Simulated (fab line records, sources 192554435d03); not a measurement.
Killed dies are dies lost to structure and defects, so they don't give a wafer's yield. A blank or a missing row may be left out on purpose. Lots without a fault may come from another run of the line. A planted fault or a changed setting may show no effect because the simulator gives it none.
Which tool did it? | flow n5_finfet | 10 lots, 30 wafers sampled, at 5 steps of a route of 1938

WHAT THE GAUGES READ, wafer by wafer
N5_BEOL_M4_RC_MEAS_101. Usual: DIBL_N 35.9 mV/V, standard deviation 1.9; DIBL_P 35.8 mV/V, standard deviation 2.4; IOFF_N 0.15 nA/um, standard deviation 0.031; IOFF_P 0.21 nA/um, standard deviation 0.037; ION_N 672 uA/um, standard deviation 13; ION_P 462 uA/um, standard deviation 8.3; SS_N 71.5 mV/dec, standard deviation 0.72; SS_P 73.2 mV/dec, standard deviation 0.67; VT_N 250 mV, standard deviation 3.4; VT_P -250 mV, standard deviation 3.4.
lot  | measured     | on        | DIBL_N (mV/V)  | DIBL_P (mV/V)  | IOFF_N (nA/um) | IOFF_P (nA/um) | ION_N (uA/um) | ION_P (uA/um) | SS_N (mV/dec)  | SS_P (mV/dec)  | VT_N (mV)   | VT_P (mV)      | flag
L925 | day 7 22:57  | prober-02 | 37.0 36.5 36.5 | 37.6 35.3 36.1 | 0.15 0.13 0.13 | 0.22 0.18 0.19 | 676 657 660   | 466 450 457   | 71.2 71.2 71.4 | 73.8 73.2 72.7 | 250 253 252 | -250 -253 -251 |
L928 | day 9 05:14  | prober-02 | 35.8 37.4 35.5 | 35.0 36.8 34.3 | 0.13 0.16 0.13 | 0.18 0.22 0.18 | 661 669 669   | 453 462 459   | 71.1 72.1 71.0 | 72.7 73.6 73.0 | 251 252 252 | -252 -250 -251 |
L932 | day 9 11:01  | prober-02 | 35.9 33.1 36.3 | 36.7 32.7 36.9 | 0.16 0.11 0.17 | 0.22 0.16 0.22 | 684 657 678   | 462 456 460   | 70.7 70.2 71.2 | 73.4 71.7 73.2 | 248 252 247 | -252 -254 -248 |
L934 | day 10 04:37 | prober-02 | 37.3 40.0 34.2 | 35.6 39.7 33.6 | 0.15 0.20 0.11 | 0.20 0.27 0.18 | 661 683 652   | 455 464 455   | 72.2 73.4 71.5 | 73.8 73.9 72.0 | 252 248 255 | -250 -249 -252 |
L935 | day 10 09:46 | prober-01 | 35.1 33.3 36.9 | 35.3 33.8 37.2 | 0.13 0.11 0.16 | 0.17 0.15 0.20 | 665 658 675   | 456 457 459   | 70.7 70.6 72.0 | 72.8 73.1 73.7 | 253 255 251 | -254 -257 -251 |
L938 | day 11 05:10 | prober-01 | 36.8 35.0 34.6 | 38.0 35.3 36.1 | 0.17 0.14 0.14 | 0.24 0.20 0.21 | 676 655 679   | 465 459 470   | 71.6 71.8 71.0 | 73.1 73.2 73.0 | 249 253 249 | -245 -247 -246 |
L937 | day 11 13:04 | prober-01 | 38.2 34.0 36.5 | 38.1 32.7 35.6 | 0.20 0.13 0.17 | 0.28 0.19 0.24 | 686 665 675   | 473 461 469   | 71.8 70.9 70.3 | 74.0 72.1 73.5 | 245 251 250 | -246 -249 -246 |
L940 | day 11 16:10 | prober-01 | 38.7 38.1 36.4 | 40.9 38.9 37.9 | 0.24 0.21 0.17 | 0.30 0.25 0.22 | 691 670 684   | 472 463 469   | 72.6 72.7 71.6 | 73.3 72.8 74.0 | 244 247 251 | -245 -244 -247 |
L946 | day 13 22:16 | prober-02 | 36.2 37.0 35.5 | 39.0 39.4 37.0 | 0.16 0.16 0.14 | 0.23 0.22 0.19 | 667 662 672   | 459 451 461   | 71.7 71.6 71.8 | 73.3 73.5 73.1 | 252 249 252 | -248 -250 -250 |
L948 | day 14 01:53 | prober-02 | 34.6 36.8 36.9 | 33.6 35.7 35.7 | 0.13 0.17 0.16 | 0.20 0.23 0.23 | 674 690 682   | 473 475 473   | 70.6 71.4 71.3 | 72.7 73.0 72.5 | 250 249 253 | -251 -247 -247 |

WHICH TOOL RAN EACH LOT (tool, then ch and the chambers of the sampled wafers, then the start)
lot  | N5_BEOL_M1_STRIP_36                | N5_BEOL_M1_ANNEAL_82         | N5_BEOL_M1_ANNEAL_91         | N5_BEOL_M1_SPUTTER_92
L925 | rie_diel-03 ch 1,2,3, day 6 01:15  | pvd_sputter-03, day 6 03:06  | pvd_sputter-03, day 6 03:46  | pvd_sputter-03, day 6 03:54
L928 | rie_diel-01 ch 0,1, day 6 23:09    | pvd_sputter-02, day 7 02:20  | pvd_sputter-02, day 7 02:59  | pvd_sputter-02, day 7 03:08
L932 | rie_diel-02 ch 0,3, day 7 20:07    | pvd_sputter-01, day 7 21:57  | pvd_sputter-01, day 7 22:37  | pvd_sputter-01, day 7 22:45
L934 | rie_diel-01 ch 0,2,3, day 8 15:58  | pvd_sputter-02, day 8 18:46  | pvd_sputter-02, day 8 19:26  | pvd_sputter-02, day 8 19:34
L935 | rie_diel-01 ch 0,2,3, day 8 19:43  | pvd_sputter-02, day 8 21:26  | pvd_sputter-02, day 8 22:05  | pvd_sputter-02, day 8 22:14
L938 | rie_diel-01 ch 2,3, day 9 14:24    | pvd_sputter-02, day 9 17:35  | pvd_sputter-02, day 9 18:15  | pvd_sputter-02, day 9 18:23
L937 | rie_diel-01 ch 0,2,3, day 10 02:02 | pvd_sputter-01, day 10 04:08 | pvd_sputter-01, day 10 04:47 | pvd_sputter-01, day 10 04:56
L940 | rie_diel-01 ch 0,1,3, day 10 02:26 | pvd_sputter-03, day 10 04:20 | pvd_sputter-03, day 10 04:59 | pvd_sputter-03, day 10 05:08
L946 | rie_diel-03 ch 1,2,3, day 11 21:01 | pvd_sputter-01, day 11 22:43 | pvd_sputter-01, day 11 23:22 | pvd_sputter-01, day 11 23:31
L948 | rie_diel-01 ch 1,3, day 12 12:19   | pvd_sputter-03, day 12 14:15 | pvd_sputter-03, day 12 14:55 | pvd_sputter-03, day 12 15:03
- N5_BEOL_M1_STRIP_36: strips in N2/H2.
- N5_BEOL_M1_ANNEAL_82: time 240 s.
- N5_BEOL_M1_ANNEAL_91: time 240 s.
- N5_BEOL_M1_SPUTTER_92: material Cu, target thk 4.5 nm, time 8.29 s.

WHAT THE TOOLS THEMSELVES READ (means of the sampled wafers that have a number; where no wafer has one, the mark that the record gives instead)
N5_BEOL_M1_STRIP_36. Usual: drypump_motor_current_A 5.6 A, standard deviation 0.51; oes_product_au 0.78 a.u., standard deviation 0.078; rf_vpp_V 59.4 V, standard deviation 1.5; showerhead_plenum_p_Torr 2.61 Torr, standard deviation 0.097; temp_c 40.02 C, standard deviation 0.11; throttle_valve_pct 23.80 %, standard deviation 0.23.
lot  | tool        | drypump_motor_current_A (A) | oes_product_au (a.u.) | rf_vpp_V (V) | showerhead_plenum_p_Torr (Torr) | temp_c (C) | throttle_valve_pct (%) | flag
L925 | rie_diel-03 | 5.8                         | 0.76                  | 58.9         | 2.63                            | 40.13      | 23.73                  |
L928 | rie_diel-01 | 5.9                         | 0.82                  | 58.1         | 2.69                            | 40.03      | 23.99                  |
L932 | rie_diel-02 | 5.5                         | 0.82                  | 61.2         | 2.63                            | 39.96      | 23.64                  |
L934 | rie_diel-01 | 5.4                         | 0.81                  | 59.7         | 2.62                            | 40.03      | 23.76                  |
L935 | rie_diel-01 | 5.4                         | 0.80                  | 60.3         | 2.62                            | 40.02      | 23.77                  |
L938 | rie_diel-01 | 5.1                         | 0.81                  | 60.4         | 2.59                            | 40.15      | 23.77                  |
L937 | rie_diel-01 | 5.4                         | 0.79                  | 59.8         | 2.62                            | 40.01      | 23.78                  |
L940 | rie_diel-01 | 5.7                         | 0.77                  | 58.9         | 2.62                            | 39.95      | 23.95                  |
L946 | rie_diel-03 | 5.8                         | 0.73                  | 60.3         | 2.61                            | 39.93      | 23.78                  |
L948 | rie_diel-01 | 5.6                         | 0.80                  | 59.0         | 2.64                            | 39.94      | 24.01                  |

N5_BEOL_M1_ANNEAL_82. Usual: heater_power_w 862 W, standard deviation 53.
lot  | tool           | heater_power_w (W) | flag
L925 | pvd_sputter-03 | 874                |
L928 | pvd_sputter-02 | 893                |
L932 | pvd_sputter-01 | 871                |
L934 | pvd_sputter-02 | 900                |
L935 | pvd_sputter-02 | 868                |
L938 | pvd_sputter-02 | 904                |
L937 | pvd_sputter-01 | 865                |
L940 | pvd_sputter-03 | 893                |
L946 | pvd_sputter-01 | 817                |
L948 | pvd_sputter-03 | 847                |

N5_BEOL_M1_ANNEAL_91. Usual: heater_power_w 862 W, standard deviation 52.
lot  | tool           | heater_power_w (W) | flag
L925 | pvd_sputter-03 | 868                |
L928 | pvd_sputter-02 | 884                |
L932 | pvd_sputter-01 | 850                |
L934 | pvd_sputter-02 | 904                |
L935 | pvd_sputter-02 | 877                |
L938 | pvd_sputter-02 | 915                |
L937 | pvd_sputter-01 | 855                |
L940 | pvd_sputter-03 | 887                |
L946 | pvd_sputter-01 | 819                |
L948 | pvd_sputter-03 | 867                |

N5_BEOL_M1_SPUTTER_92. Usual: chamber_pressure_pa 0.07 Pa, standard deviation 0.00015; throttle_valve_pct 30.7 %, standard deviation 1.
lot  | tool           | chamber_pressure_pa (Pa) | throttle_valve_pct (%) | flag
L925 | pvd_sputter-03 | 0.07                     | 29.5                   |
L928 | pvd_sputter-02 | 0.07                     | 30.5                   |
L932 | pvd_sputter-01 | 0.07                     | 31.2                   |
L934 | pvd_sputter-02 | 0.07                     | 30.0                   |
L935 | pvd_sputter-02 | 0.07                     | 30.8                   |
L938 | pvd_sputter-02 | 0.07                     | 29.3                   |
L937 | pvd_sputter-01 | 0.07                     | 31.4                   |
L940 | pvd_sputter-03 | 0.07                     | 29.5                   |
L946 | pvd_sputter-01 | 0.07                     | 31.5                   |
L948 | pvd_sputter-03 | 0.07                     | 30.0                   |

THE ANSWER, worked out from the rows above alone
Rule: a lot is off if the mean of its wafers that have a number lies more than 3 standard deviations from the usual mean. A lot without any number at a reading at which 4 lots or more have one is off too. The other lots that the step has rows for count as sound. The gauges are gone through in route order, then the tools' own readings, and for those a lot's mean is taken as printed above. The first step at which some lot is off is used, and at that step the reading that is off furthest; a lot without a number counts as furthest.
No lot is off at any reading shown: from this, nothing can be told.

WHAT THE SIMULATOR HAD PUT IN
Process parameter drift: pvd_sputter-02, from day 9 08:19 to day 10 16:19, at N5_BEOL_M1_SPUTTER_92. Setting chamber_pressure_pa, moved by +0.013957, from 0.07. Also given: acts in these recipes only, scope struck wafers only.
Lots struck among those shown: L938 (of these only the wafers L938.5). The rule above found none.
